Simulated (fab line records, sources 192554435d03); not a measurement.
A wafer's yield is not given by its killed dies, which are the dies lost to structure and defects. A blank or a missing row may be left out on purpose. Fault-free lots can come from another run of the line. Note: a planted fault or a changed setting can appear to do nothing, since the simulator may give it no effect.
fab line records | flow n5-finfet
record lots=5 | wafers=15 | last-day=16
route steps=1938 shown BEOL_M2@879 BEOL_M4@1111 PASSIVATION@1936
lots untouched by any fault: they come from a run of this same line in which no faults occurred
start-h: the number of hours between the record's first day and the start of the first shown wafer of the lot | wait-h: time in hours since the lot's previous step | " same as the row above | L1.1+2: a single row standing in for several wafers | - value missing, or start not given | * or withheld: withheld | < > ~ a bound
route shown NAME@n: NAME is a module with steps in the file, n the number in the route of the first one | usual: mean/standard deviation of fault-free wafers | same: alike in all rows | chamber/n: place in a boat | sites: per-site readings | _std_site: their standard deviation | _edge_site: mean of outer sites minus mean of inner sites | radius-mm: for every site, how far away it sits from the centre of the wafer | mask NAME#n: copy n | behind: the last tool/chamber to shape the wafer | hold: cause of the lot's hold/its duration in hours/its outcome | device: which transistor (n, p or np) failed to switch | end of line: the route-end tests of the same wafers | for a step that has no rows: nothing shown but its recipe | killed: count of dies lost to structure and defects at first sort (not the wafer's yield) | map: a wafer's dies, marking killed ones x, the rest . and places with no die _
set.NAME: the setting the step ran with; set.NAME@STEP: the setting that earlier step ran with | model.NAME: the simulator's own value behind a step, which no gauge read
a table for each step, a row for each wafer; lots at some steps of the route
services: when a tool's chamber went out of use (start-h, in hours from the record's first day, below 0 if earlier), for how many hours, and the reason
## steps
# step N5_BEOL_M2_DESCUM_33
# recipe chemistry=O2 | time-s=7 | source-power-w=50 | bias-power-w=20 | pressure-mtorr=20 | rf-frequency-hz=2.712e+07 | temp-c=40 | resist=CAR-EUV | o2-flow-sccm=225
# step N5_BEOL_M2_ETCH_77
# recipe chemistry=N2/H2 | target=underlayer | target-depth-a=65 | mask-material=CAR-EUV | time-s=5.2 | ion-energy-ev=200 | pressure-mtorr=30 | source-w=840 | bias-w=150 | n2-flow-sccm=200 | h2-flow-sccm=200 | ends=cleared
# usual chamber-pressure-mTorr=30.00/0.044 | drypump-motor-current-A=6.0/0.46 | etch-rf-on-time-s=5.24/0.072 | oes-product-au=0.65/0.06 | rf-vpp-V=523.9/2.6 | showerhead-plenum-p-Torr=2.55/0.081 | throttle-valve-pct=17.79/0.26
lot.wafer | tool        | chamber | start-h | wait-h | chamber-pressure-mTorr | drypump-motor-current-A | etch-rf-on-time-s | oes-product-au | rf-hours-counter-h | rf-vpp-V | showerhead-plenum-p-Torr | throttle-valve-pct
L165.1    | rie-diel-04 | 0       | 149.30  | 0.0    | 29.97                  | 6.6                     | 5.30              | 0.60           | 216                | 521.0    | 2.41                     | 17.67
L165.4    | "           | 1       | "       | "      | 29.98                  | 5.7                     | 5.21              | 0.67           | 119                | 524.8    | 2.56                     | 18.14
L165.6    | "           | 1       | "       | "      | 30.04                  | 5.7                     | 5.14              | 0.67           | -                  | 526.0    | 2.55                     | 18.12
L173.1    | rie-diel-04 | 3       | 184.69  | 0.0    | 30.06                  | 5.7                     | 5.29              | 0.61           | 193                | 527.1    | 2.63                     | 17.59
L173.4    | "           | 1       | "       | "      | 30.02                  | 5.7                     | 5.12              | 0.66           | -                  | 522.1    | 2.55                     | 18.15
L173.5    | "           | 0       | "       | "      | 30.01                  | 6.6                     | 5.34              | 0.59           | -                  | 522.7    | 2.40                     | 17.70
L180.1    | rie-diel-04 | 1       | 231.15  | 0.0    | 29.98                  | 5.8                     | 5.16              | 0.65           | 152                | 525.7    | 2.54                     | 18.22
L180.4    | "           | 1       | "       | "      | 30.09                  | 5.7                     | 5.12              | 0.65           | -                  | 526.3    | 2.54                     | 18.19
L180.6    | "           | 2       | "       | "      | 29.95                  | 5.8                     | 5.23              | 0.77           | -                  | 526.3    | 2.60                     | 17.37
L184.2    | rie-diel-04 | 1       | 249.11  | 0.0    | 30.03                  | 5.7                     | 5.13              | 0.65           | 160                | 522.4    | 2.54                     | 18.20
L184.3    | "           | 2       | "       | "      | 29.98                  | 5.8                     | 5.19              | 0.75           | 23                 | 524.9    | 2.60                     | 17.37
L184.4    | "           | 3       | "       | "      | 30.03                  | 5.7                     | 5.22              | 0.60           | -                  | 523.7    | 2.61                     | 17.62
L186.3    | rie-diel-01 | 0       | 265.26  | 0.0    | 30.01                  | 5.5                     | 5.22              | 0.71           | 82                 | 526.3    | 2.57                     | 18.12
L186.4    | "           | 1       | "       | "      | 30.09                  | 6.6                     | 5.20              | 0.70           | 89                 | 524.7    | 2.57                     | 18.29
L186.5    | "           | 2       | "       | "      | 30.03                  | 6.6                     | 5.25              | 0.59           | -                  | 524.2    | 2.50                     | 17.85
# step N5_BEOL_M2_ETCH_69
# recipe chemistry=CF4 | target=SiARC | target-depth-a=156 | mask-material=CAR-EUV | time-s=26 | ion-energy-ev=80 | pressure-mtorr=40 | source-w=545 | bias-w=36 | Ar_flow_sccm=100 | cf4-flow-sccm=100 | ends=cleared
# step N5_BEOL_M2_ALD_98
# recipe material=SiO2 | target-thk-a=25 | temp-c=100 | ald-precursor-family=BDEAS | ald-co-reactant=O2-plasma | pulse-time-s=1 | co-reactant-pulse-time-s=1 | purge-time-s=2 | co-reactant-purge-time-s=2 | ald-cycles=17 | pressure-torr=2
# usual heater-power-outer-w=41/4.5 | heater-power-w=78/6.6 | precursor-pulse-height-rel=1.001/0.02
# same purge-time-s=2
lot.wafer | tool       | chamber | start-h | wait-h | heater-power-outer-w | heater-power-w | precursor-pulse-height-rel
L165.1    | ald-sin-02 | 1       | 149.98  | 0.6    | 40                   | 77             | 1.035
L165.4    | "          | 3       | "       | "      | 36                   | 70             | 0.977
L165.6    | "          | 2       | "       | "      | 41                   | 77             | 0.967
L173.1    | ald-sin-03 | 3       | 185.63  | 0.9    | 48                   | 93             | 1.008
L173.4    | "          | 1       | "       | "      | 45                   | 82             | 0.953
L173.5    | "          | 3       | "       | "      | 48                   | 91             | 1.018
L180.1    | ald-sin-03 | 3       | 231.25  | 0.1    | 50                   | 94             | 1.023
L180.4    | "          | 0       | "       | "      | 33                   | 71             | 1.014
L180.6    | "          | 1       | "       | "      | 47                   | 81             | 0.996
L184.2    | ald-sin-03 | 3       | 249.21  | 0.1    | 47                   | 93             | 0.990
L184.3    | "          | 0       | "       | "      | 33                   | 71             | 0.957
L184.4    | "          | 1       | "       | "      | 47                   | 81             | 0.975
L186.3    | ald-sin-04 | 1       | 265.36  | 0.1    | 38                   | 72             | 1.012
L186.4    | "          | 3       | "       | "      | 43                   | 83             | 1.018
L186.5    | "          | 3       | "       | "      | 43                   | 80             | 1.029
# step N5_BEOL_M2_ETCHBACK_99
# recipe chemistry=CHF3 | target=SiO2 | target-depth-a=50 | time-s=10.4 | source-w=215 | bias-w=47 | Ar_flow_sccm=200 | CHF3_flow_sccm=12 | ion-energy-ev=100 | pressure-mtorr=30
# step N5_BEOL_M2_ETCH_70
# recipe chemistry=N2/H2 | target=SOC | target-depth-a=800 | overetch-a=240 | mask-material=SiARC | temp-c=40 | time-s=130 | ion-energy-ev=200 | pressure-mtorr=30 | source-w=840 | bias-w=150 | n2-flow-sccm=200 | h2-flow-sccm=200
# usual chamber-pressure-mTorr=30.000/0.028 | drypump-motor-current-A=5.9/0.51 | oes-product-au=0.58/0.057 | rf-vpp-V=524.2/2.2 | showerhead-plenum-p-Torr=2.55/0.077 | throttle-valve-pct=17.76/0.28
# same time-s=130
lot.wafer | tool        | chamber | start-h | wait-h | chamber-pressure-mTorr | drypump-motor-current-A | oes-product-au | rf-hours-counter-h | rf-vpp-V | showerhead-plenum-p-Torr | throttle-valve-pct
L165.1    | rie-diel-01 | 2       | 150.76  | 0.0    | 29.960                 | 6.6                     | 0.52           | 194                | 523.6    | 2.52                     | 17.77
L165.4    | "           | 1       | "       | "      | 29.961                 | 6.6                     | 0.64           | 52                 | 525.5    | 2.58                     | 18.15
L165.6    | "           | 2       | "       | "      | 29.996                 | 6.6                     | 0.53           | -                  | 522.8    | 2.52                     | 17.75
L173.1    | rie-diel-04 | 3       | 187.12  | 0.0    | 30.001                 | 5.7                     | 0.53           | 195                | 525.6    | 2.63                     | 17.56
L173.4    | "           | 1       | "       | "      | 29.939                 | 5.7                     | 0.57           | -                  | 524.5    | 2.55                     | 18.12
L173.5    | "           | 3       | "       | "      | 29.991                 | 5.7                     | 0.53           | -                  | 525.7    | 2.63                     | 17.53
L180.1    | rie-diel-04 | 1       | 231.77  | 0.0    | 29.967                 | 5.7                     | 0.56           | 152                | 523.4    | 2.54                     | 18.16
L180.4    | "           | 2       | "       | "      | 30.007                 | 5.8                     | 0.66           | -                  | 526.5    | 2.60                     | 17.30
L180.6    | "           | 1       | "       | "      | 30.041                 | 5.7                     | 0.56           | -                  | 525.0    | 2.54                     | 18.14
L184.2    | rie-diel-01 | 0       | 253.14  | 0.0    | 29.962                 | 5.5                     | 0.62           | 78                 | 522.4    | 2.57                     | 18.09
L184.3    | "           | 3       | "       | "      | 29.977                 | 5.1                     | 0.52           | 241                | 521.9    | 2.40                     | 17.82
L184.4    | "           | 1       | "       | "      | 30.077                 | 6.6                     | 0.61           | 85                 | 525.4    | 2.57                     | 18.24
L186.3    | rie-diel-01 | 0       | 267.12  | 0.0    | 29.987                 | 5.5                     | 0.62           | 82                 | 522.7    | 2.57                     | 18.07
L186.4    | "           | 3       | "       | "      | 30.001                 | 5.1                     | 0.52           | 245                | 519.4    | 2.40                     | 17.84
L186.5    | "           | 0       | "       | "      | 30.017                 | 5.5                     | 0.62           | -                  | 524.9    | 2.57                     | 18.10
# step N5_BEOL_M2_STRIP_71
# recipe chemistry=N2/H2 | temp-c=40 | n2-flow-sccm=200 | h2-flow-sccm=200 | rf-frequency-hz=6e+07
# step N5_BEOL_M2_STRIP_78
# recipe chemistry=N2/H2 | temp-c=40 | n2-flow-sccm=200 | h2-flow-sccm=200 | rf-frequency-hz=6e+07
# step N5_BEOL_M2_VIA_ETCH_34
# recipe chemistry=C4F6/O2 | target-depth-a=694 | mask-material=SOC | pressure-mtorr=15 | ion-energy-ev=250 | taper-deg=4 | time-s=65.9 | source-w=350 | bias-w=170 | Ar_flow_sccm=300 | C4F6_flow_sccm=10 | O2_flow_sccm=10
# step N5_BEOL_M2_STRIP_83
# recipe chemistry=C4F6/O2 | resist=SiARC | rf-frequency-hz=6e+07
# step N5_BEOL_M2_STRIP_36
# recipe chemistry=N2/H2 | power-w=450 | temp-c=40 | pressure-mtorr=20 | rf-frequency-hz=6e+07 | overash-fraction=0.3 | bias-power-w=7 | h2-frac=0.5 | n2-flow-sccm=200 | h2-flow-sccm=200
# step N5_BEOL_M2_TRENCH_ETCH_37
# recipe chemistry=C4F6/O2 | target-depth-a=555.55 | target=SiOC | time-s=29.2 | ion-energy-ev=250 | pressure-mtorr=30 | source-w=355 | bias-w=185 | Ar_flow_sccm=300 | C4F6_flow_sccm=10 | O2_flow_sccm=10
# usual chamber-pressure-mTorr=29.999/0.026 | drypump-motor-current-A=5.9/0.51 | oes-product-au=0.79/0.081 | rf-vpp-V=666/5.4 | showerhead-plenum-p-Torr=2.87/0.084 | throttle-valve-pct=20.86/0.28
# same time-s=29.2
lot.wafer | tool        | chamber | start-h | wait-h | chamber-pressure-mTorr | drypump-motor-current-A | oes-product-au | rf-hours-counter-h | rf-vpp-V | showerhead-plenum-p-Torr | throttle-valve-pct
L165.1    | rie-diel-01 | 2       | -       | -      | 29.960                 | 6.6                     | 0.71           | 194                | 669      | 2.83                     | 20.88
L165.4    | "           | 1       | "       | "      | 30.004                 | 6.6                     | 0.87           | 52                 | 672      | 2.90                     | 21.24
L165.6    | "           | 2       | "       | "      | 29.986                 | 6.6                     | 0.71           | -                  | 670      | 2.83                     | 20.86
L173.1    | rie-diel-04 | 3       | -       | -      | 29.995                 | 5.7                     | 0.71           | 195                | 667      | 2.96                     | 20.68
L173.4    | "           | 1       | "       | "      | 30.024                 | 5.7                     | 0.78           | -                  | 668      | 2.85                     | 21.10
L173.5    | "           | 3       | "       | "      | 29.988                 | 5.7                     | 0.72           | -                  | 666      | 2.96                     | 20.67
L180.1    | rie-diel-04 | 1       | -       | -      | 29.995                 | 5.7                     | 0.76           | 152                | 666      | 2.84                     | 21.13
L180.4    | "           | 2       | "       | "      | 30.014                 | 5.7                     | 0.88           | -                  | 654      | 2.91                     | 20.35
L180.6    | "           | 1       | "       | "      | 30.034                 | 5.7                     | 0.76           | -                  | 666      | 2.84                     | 21.13
L184.2    | rie-diel-01 | 0       | -       | -      | 29.974                 | 5.5                     | 0.85           | 78                 | 665      | 2.89                     | 21.21
L184.3    | "           | 3       | "       | "      | 30.008                 | 5.1                     | 0.70           | 241                | 656      | 2.70                     | 20.93
L184.4    | "           | 1       | "       | "      | 30.043                 | 6.6                     | 0.83           | 85                 | 670      | 2.89                     | 21.27
L186.3    | rie-diel-01 | 0       | -       | -      | 29.961                 | 5.5                     | 0.84           | 82                 | 666      | 2.88                     | 21.23
L186.4    | "           | 3       | "       | "      | 30.025                 | 5.1                     | 0.70           | 245                | 657      | 2.70                     | 20.93
L186.5    | "           | 0       | "       | "      | 29.965                 | 5.5                     | 0.85           | -                  | 665      | 2.88                     | 21.24
# step N5_BEOL_M2_ETCH_41
# recipe chemistry=CH3F/O2 | target=SiCN | target-depth-a=299 | taper-deg=2 | time-s=52.5 | ion-energy-ev=120 | mask-material=TiN | pressure-mtorr=30 | source-w=395 | bias-w=75 | Ar_flow_sccm=150 | CH3F_flow_sccm=30 | O2_flow_sccm=20
# usual chamber-pressure-mTorr=30.00/0.031 | drypump-motor-current-A=5.9/0.51 | oes-product-au=0.79/0.081 | rf-vpp-V=297.5/1.4 | showerhead-plenum-p-Torr=2.01/0.061 | throttle-valve-pct=16.32/0.26
# same time-s=52.5
lot.wafer | tool        | chamber | start-h | wait-h | chamber-pressure-mTorr | drypump-motor-current-A | oes-product-au | rf-hours-counter-h | rf-vpp-V | showerhead-plenum-p-Torr | throttle-valve-pct | model.etch.depth-nm
L165.1    | rie-diel-01 | 2       | 150.99  | -      | 30.02                  | 6.6                     | 0.70           | 194                | 297.4    | 1.99                     | 16.35              | 19.57
L165.4    | "           | 1       | "       | "      | 30.00                  | 6.6                     | 0.88           | 52                 | 297.2    | 2.04                     | 16.58              | 19.98
L165.6    | "           | 2       | "       | "      | 30.00                  | 6.6                     | 0.70           | -                  | 298.0    | 1.99                     | 16.35              | 19.63
L173.1    | rie-diel-04 | 3       | 187.36  | -      | 29.99                  | 5.7                     | 0.72           | 195                | 299.2    | 2.08                     | 16.18              | 19.58
L173.4    | "           | 1       | "       | "      | 30.02                  | 5.7                     | 0.77           | -                  | 299.2    | 2.00                     | 16.52              | 19.86
L173.5    | "           | 3       | "       | "      | 29.98                  | 5.6                     | 0.73           | -                  | 299.2    | 2.08                     | 16.18              | 19.65
L180.1    | rie-diel-04 | 1       | 232.00  | -      | 30.04                  | 5.7                     | 0.76           | 152                | 297.3    | 1.99                     | 16.58              | 20.04
L180.4    | "           | 2       | "       | "      | 30.01                  | 5.8                     | 1.13           | -                  | 296.4    | 2.04                     | 15.80              | 28.41
L180.6    | "           | 1       | "       | "      | 30.05                  | 5.7                     | 0.76           | -                  | 299.3    | 1.99                     | 16.58              | 20.02
L184.2    | rie-diel-01 | 0       | 253.38  | -      | 29.95                  | 5.4                     | 0.85           | 78                 | 296.2    | 2.03                     | 16.62              | 20.02
L184.3    | "           | 3       | "       | "      | 30.01                  | 5.1                     | 0.70           | 241                | 294.1    | 1.90                     | 16.46              | 19.75
L184.4    | "           | 1       | "       | "      | 30.02                  | 6.6                     | 0.84           | 85                 | 299.1    | 2.03                     | 16.63              | 19.78
L186.3    | rie-diel-01 | 0       | 267.36  | -      | 29.98                  | 5.5                     | 0.83           | 82                 | 297.8    | 2.03                     | 16.63              | 19.73
L186.4    | "           | 3       | "       | "      | 30.02                  | 5.1                     | 0.70           | 245                | 295.4    | 1.89                     | 16.47              | 19.5
L186.5    | "           | 0       | "       | "      | 30.02                  | 5.5                     | 0.84           | -                  | 299.6    | 2.03                     | 16.62              | 19.8
# step N5_BEOL_M2_STRIP_97
# recipe chemistry=N2/H2 | time-s=10 | power-w=450 | temp-c=40 | pressure-mtorr=20 | rf-frequency-hz=6e+07 | bias-power-w=7 | n2-flow-sccm=200 | h2-flow-sccm=200
# usual chamber-pressure-mTorr=19.997/0.019 | drypump-motor-current-A=5.9/0.51 | oes-product-au=0.79/0.083 | rf-vpp-V=59.2/0.81 | showerhead-plenum-p-Torr=2.55/0.077 | throttle-valve-pct=23.5/0.35
# same time-s=10
lot.wafer | tool        | chamber | start-h | wait-h | chamber-pressure-mTorr | drypump-motor-current-A | oes-product-au | rf-hours-counter-h | rf-vpp-V | showerhead-plenum-p-Torr | throttle-valve-pct
L165.1    | rie-diel-01 | 2       | -       | -      | 19.986                 | 6.6                     | 0.71           | 194                | 60.1     | 2.51                     | 23.5
L165.4    | "           | 1       | "       | "      | 19.981                 | 6.6                     | 0.88           | 52                 | 58.6     | 2.58                     | 24.2
L165.6    | "           | 2       | "       | "      | 20.029                 | 6.6                     | 0.71           | -                  | 59.2     | 2.51                     | 23.5
L173.1    | rie-diel-04 | 3       | -       | -      | 19.990                 | 5.6                     | 0.72           | 195                | 59.2     | 2.62                     | 23.2
L173.4    | "           | 1       | "       | "      | 19.988                 | 5.7                     | 0.78           | -                  | 59.4     | 2.54                     | 24.0
L173.5    | "           | 3       | "       | "      | 19.993                 | 5.7                     | 0.73           | -                  | 58.5     | 2.62                     | 23.3
L180.1    | rie-diel-04 | 1       | -       | -      | 19.997                 | 5.7                     | 0.75           | 152                | 60.7     | 2.54                     | 24.0
L180.4    | "           | 2       | "       | "      | 20.028                 | 5.8                     | 0.90           | -                  | 58.8     | 2.60                     | 23.2
L180.6    | "           | 1       | "       | "      | 19.997                 | 5.7                     | 0.76           | -                  | 60.8     | 2.54                     | 24.0
L184.2    | rie-diel-01 | 0       | -       | -      | 20.009                 | 5.5                     | 0.84           | 78                 | 58.2     | 2.57                     | 23.9
L184.3    | "           | 3       | "       | "      | 19.975                 | 5.1                     | 0.70           | 241                | 58.8     | 2.39                     | 23.5
L184.4    | "           | 1       | "       | "      | 20.010                 | 6.6                     | 0.83           | 85                 | 59.3     | 2.56                     | 24.3
L186.3    | rie-diel-01 | 0       | -       | -      | 19.984                 | 5.5                     | 0.85           | 82                 | 59.6     | 2.57                     | 23.9
L186.4    | "           | 3       | "       | "      | 20.035                 | 5.1                     | 0.70           | 245                | 57.4     | 2.39                     | 23.5
L186.5    | "           | 0       | "       | "      | 20.008                 | 5.5                     | 0.85           | -                  | 59.0     | 2.57                     | 23.9
# step N5_BEOL_M4_RC_MEAS_101
# usual DIBL_N=36.3/1.2 | DIBL_P=36.1/1.6 | IOFF_N=0.161/0.023 | IOFF_P=0.209/0.027 | ION_N=676/8.9 | ION_P=462/5.3 | SS_N=71.5/0.51 | SS_P=73.2/0.5 | VT_N=249.1/2.5 | VT_P=-249.9/2.8
lot.wafer | tool      | chamber | start-h | wait-h | DIBL_N[mV/V] | DIBL_P[mV/V] | IOFF_N[nA/um] | IOFF_P[nA/um] | ION_N[uA/um] | ION_P[uA/um] | SS_N[mV/dec] | SS_P[mV/dec] | VT_N[mV] | VT_P[mV]
L165.1    | prober-01 | 0       | 176.14  | 0.0    | 36.3         | 36.0         | 0.161         | 0.207         | 675          | 462          | 70.5         | 73.5         | 248.5    | -251.2
L165.4    | "         | 0       | "       | "      | 37.6         | 38.1         | 0.182         | 0.240         | 684          | 469          | 71.1         | 73.9         | 246.4    | -248.3
L165.6    | "         | 0       | "       | "      | 38.5         | 38.9         | 0.208         | 0.257         | 691          | 472          | 72.2         | 73.5         | 244.1    | -243.6
L173.1    | prober-01 | 0       | 212.66  | 0.2    | 36.5         | 38.4         | 0.194         | 0.227         | 691          | 464          | 72.0         | 72.8         | 245.6    | -249.9
L173.4    | "         | 0       | "       | "      | 33.4         | 34.0         | 0.133         | 0.171         | 668          | 466          | 72.0         | 72.4         | 247.6    | -250.9
L173.5    | "         | 0       | "       | "      | 34.6         | 35.8         | 0.153         | 0.190         | 679          | 459          | 72.1         | 72.7         | 248.4    | -249.3
L180.1    | prober-01 | 0       | 256.56  | 0.0    | 38.4         | 36.6         | 0.189         | 0.214         | 680          | 463          | 71.4         | 73.3         | 246.8    | -251.5
L180.4    | "         | 0       | "       | "      | 37.1         | 35.1         | 0.146         | 0.190         | 663          | 459          | 71.3         | 73.0         | 252.3    | -252.8
L180.6    | "         | 0       | "       | "      | 37.0         | 35.6         | 0.159         | 0.202         | 673          | 458          | 71.1         | 72.6         | 248.4    | -249.5
L184.2    | prober-02 | 0       | 278.87  | 0.2    | 37.8         | 37.2         | 0.202         | 0.225         | 695          | 466          | 72.2         | 73.0         | 245.0    | -249.9
L184.3    | "         | 0       | "       | "      | 37.4         | 37.6         | 0.178         | 0.224         | 688          | 468          | 72.0         | 73.8         | 248.6    | -248.7
L184.4    | "         | 0       | "       | "      | 36.9         | 36.7         | 0.167         | 0.212         | 681          | 459          | 71.8         | 72.5         | 249.6    | -249.5
L186.3    | prober-01 | 0       | 294.60  | 0.3    | 35.8         | 36.9         | 0.173         | 0.216         | 670          | 459          | 72.0         | 73.3         | 247.9    | -248.2
L186.4    | "         | 0       | "       | "      | 35.5         | 36.2         | 0.162         | 0.202         | 680          | 454          | 72.5         | 73.2         | 247.7    | -248.1
L186.5    | "         | 0       | "       | "      | 36.3         | 37.3         | 0.175         | 0.229         | 681          | 464          | 71.4         | 73.6         | 247.1    | -248.9
# step N5_PASSIVATION_PROBE_49
# usual defect-limited-yield=91.3/1.5 | killed_at_M0_to_M3=35/10 | killed_at_M4_up=13/5.3 | killed-at-contacts=12/5.7 | killed-at-front-end=39/11 | killed-at-other=3.3/2.7 | killed-dies=102/18 | killed-on-rim=13/4 | killed-open=67/13 | killed-short=34/7.8 | sort_bin_5_function=5.1/1 | sort_bin_6_memory=3.3/0.68 | sort-n-pass=1078/18 | sort-yield-pct=91.3/1.5
# same gross-dies=1180 | killed-at-back-side=0 | sort_bin_4_leakage[%]=0 | sort_bin_8_speed[%]=0
lot.wafer | tool      | chamber | start-h | wait-h | defect-limited-yield[%] | killed_at_M0_to_M3 | killed_at_M4_up | killed-at-contacts | killed-at-front-end | killed-at-other | killed-dies | killed-on-rim | killed-open | killed-short | sort_bin_5_function[%] | sort_bin_6_memory[%] | sort-n-pass | sort-yield-pct[%]
L173.1    | prober-02 | -       | 312.34  | 0.0    | 92.5                    | 31                 | 18              | 10                 | 29                  | 0               | 88          | 12            | 56          | 32           | 3.6                    | 3.4                  | 1092        | 92.5
L173.4    | prober-02 | -       | 312.49  | 0.2    | 92.5                    | 51                 | 8               | 5                  | 23                  | 1               | 88          | 11            | 64          | 24           | 4.4                    | 3.0                  | 1092        | 92.5
L173.5    | prober-02 | -       | 312.54  | 0.2    | 93.7                    | 36                 | 10              | 6                  | 21                  | 1               | 74          | 13            | 47          | 27           | 3.0                    | 3.1                  | 1106        | 93.7
# killed by level:class
L173.1 STI_FIN_REVEAL:geometric-particle:open=9 BEOL_M0_SAQP:geometric-particle:short=9 BEOL_M4:geometric-particle:open=8 MOL_CONTACT_COAG:geometric-particle:open=7 BEOL_M3:geometric-particle:open=5 BEOL_M0_SAQP:geometric-particle:open=5 STI_FIN_REVEAL:geometric-particle:short=4 BEOL_M0:geometric-particle:open=4
L173.4 BEOL_M0_SAQP:geometric-particle:open=11 BEOL_M0_SAQP:geometric-particle:short=11 BEOL_M2:geometric-particle:open=11 STI_FIN_REVEAL:geometric-particle:open=6 BEOL_M3:geometric-particle:open=6 DUMMY_GATE:geometric-particle:open=5 MOL_CONTACT_COAG:geometric-particle:open=5 FIN_SAQP:geometric-particle:open=4
L173.5 BEOL_M0_SAQP:geometric-particle:short=12 BEOL_M0_SAQP:geometric-particle:open=11 DUMMY_GATE:geometric-particle:open=7 MOL_CONTACT_COAG:geometric-particle:open=5 BEOL_M1:geometric-particle:open=5 BEOL_M5:geometric-particle:short=4 STI_FIN_REVEAL:geometric-particle:short=3 BEOL_M0:geometric-particle:open=3
## services
tool        | chamber | start-h | hours | kind
rie-diel-04 | 1       | 160.26  | 9.4   | repair
ald-sin-04  | 1       | 169.02  | 2.7   | repair
rie-diel-04 | 2       | 175.20  | -     | clean
rie-diel-04 | 2       | 175.20  | -     | consumable-replace:focus-ring
rie-diel-04 | 2       | 175.20  | 17.6  | scheduled-down
rie-diel-04 | 2       | 175.20  | 17.6  | vent-cycle
ald-sin-02  | -       | 176.75  | 14.0  | pm
ald-sin-02  | 0       | 176.75  | 14.0  | vent-cycle
ald-sin-02  | 1       | 176.75  | 14.0  | vent-cycle
ald-sin-02  | 2       | 176.75  | 14.0  | vent-cycle
ald-sin-04  | -       | 180.72  | 14.6  | pm
rie-diel-01 | -       | 182.64  | 29.3  | repair
ald-sin-04  | 2       | 203.92  | 12.4  | repair
rie-diel-04 | 2       | 210.03  | 5.3   | repair
rie-diel-04 | 1       | 217.31  | 5.0   | repair
rie-diel-01 | 3       | 221.31  | 4.5   | repair
rie-diel-04 | 0       | 226.04  | -     | clean
rie-diel-04 | 0       | 226.04  | -     | consumable-replace:focus-ring
rie-diel-04 | 0       | 226.04  | -     | consumable-replace:showerhead
rie-diel-04 | 0       | 226.04  | 31.1  | scheduled-down
rie-diel-04 | 0       | 226.04  | 31.1  | vent-cycle
ald-sin-04  | -       | 234.32  | 3.0   | repair
rie-diel-01 | 2       | 240.16  | 6.1   | repair
rie-diel-04 | 1       | 265.61  | 2.8   | repair
## key
first-sign step=N5_BEOL_M2_ETCH_41 | reading=oes-product-au | direction=up | sigmas=4.2 | usual=0.79 | struck=1.13
effect none on later readings
model-effect step=N5_BEOL_M2_ETCH_41 | value=etch.depth-nm | without=19.93 | struck=28.41
met-at N5_BEOL_M2_ETCH_41
struck-wafers L180.4
fault kind=process-parameter-drift | tool=rie-diel-04 | chamber=2 | onset-h=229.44 | steps=N5_BEOL_M2_ETCH_41 | channel=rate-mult | offset=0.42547 | shape=step | end-h=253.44
